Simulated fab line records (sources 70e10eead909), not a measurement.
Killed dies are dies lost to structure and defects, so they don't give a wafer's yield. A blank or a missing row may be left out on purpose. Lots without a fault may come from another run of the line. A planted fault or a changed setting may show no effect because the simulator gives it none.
Which of the tools did it?    flow nand_harc    12 lots (36 wafers sampled), 1 step of a 1159-step route

WHAT THE GAUGES SHOWED, per wafer
NHARC_A_SLIT_INSPECT_11.
lot   measured      on                 raw_defect_count
L075  day 15 00:11  defect_inspect-02  45 47 36
L079  day 15 00:30  defect_inspect-01  10 10 7
L078  day 15 02:17  defect_inspect-02  25 28 32
L081  day 16 13:56  defect_inspect-02  26 11 15
L082  day 16 15:11  defect_inspect-02  22 27 28
L085  day 17 02:14  defect_inspect-02  31 25 27
L088  day 17 02:32  defect_inspect-02  32 26 31
L089  day 17 21:23  defect_inspect-01  9 6 14
L092  day 18 13:02  defect_inspect-02  33 29 35
L094  day 21 02:12  defect_inspect-02  15 16 21
L096  day 21 04:03  defect_inspect-01  37 39 38
L095  day 21 14:43  defect_inspect-01  14 17 18

EACH LOT AND THE TOOL THAT RAN IT (in order: tool; ch and the chambers of the sampled wafers; start)
The record shows no process step preceding these readings.

THE ANSWER, worked out from the rows above alone
Rule: the lots themselves supply what counts as usual. The widest of any qualifying gaps counts: lots, ordered by their means at a reading, are off when they make up no more than a third of the lots, leave a main group of 4 or more, and stand apart from it by 3 or more times the standard deviation of that group's means. If all means in a main group match to the digits the tables above print for the reading, that group is not used. Also off: a lot with no number at a reading for which 4 or more lots have one. The other lots that the step has rows for count as sound.
No lot is off on any of the readings shown, so nothing can be concluded from this.

WHAT THE SIMULATOR HAD INSERTED
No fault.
